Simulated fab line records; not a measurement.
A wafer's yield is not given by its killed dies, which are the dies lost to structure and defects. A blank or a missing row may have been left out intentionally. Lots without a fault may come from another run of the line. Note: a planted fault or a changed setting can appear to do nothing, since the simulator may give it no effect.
The tool behind it: which one? -- flow n5_finfet -- 12 lots (36 wafers sampled), 1 step of a 1938-step route

## WHAT EACH GAUGE READ, for each wafer
N5_BEOL_M14_CD_MEAS_28: target cd 284.4 nm.
lot,measured,on,cd_nm (nm)
L075,day 11 01:49,cd_sem-03,283.4 286.1 285.0
L076,day 11 14:29,cd_sem-02,283.0 284.0 280.6
L079,day 12 06:50,cd_sem-02,283.1 281.9 282.1
L082,day 12 21:54,cd_sem-03,286.9 283.7 285.6
L081,day 13 01:22,cd_sem-03,283.1 283.6 282.9
L086,day 13 14:43,cd_sem-03,284.9 283.6 285.2
L087,day 14 03:48,cd_sem-03,282.7 286.8 282.9
L089,day 14 07:45,cd_sem-02,283.5 284.6 285.1
L091,day 15 06:46,cd_sem-02,285.9 283.2 283.1
L093,day 15 19:40,cd_sem-01,282.9 283.3 282.7
L095,day 16 03:11,cd_sem-02,285.2 281.0 283.7
L096,day 16 22:44,cd_sem-02,285.3 285.9 283.7

## TOOL THAT RAN EACH LOT (tool first, then ch and the chambers of the sampled wafers, then the start)
The record shows no process step preceding these readings.

## THE ANSWER, worked out from the rows above alone
Rule: what is usual is taken from the lots themselves. Put in order of their means at a reading, lots are off if they are a third of the lots or fewer, leave a main group of 4 or more, and stand apart from it by a gap of 3 or more times the standard deviation of the main group's means; of several such gaps the widest counts. A main group whose means are all the same, to the digits that the tables above print for the reading, isn't used. Also off: a lot with no number at a reading for which 4 or more lots have one. The other lots that the step has rows for count as sound.
None of the lots is off at any reading shown; this tells nothing.

## WHAT WAS PUT IN BY THE SIMULATOR
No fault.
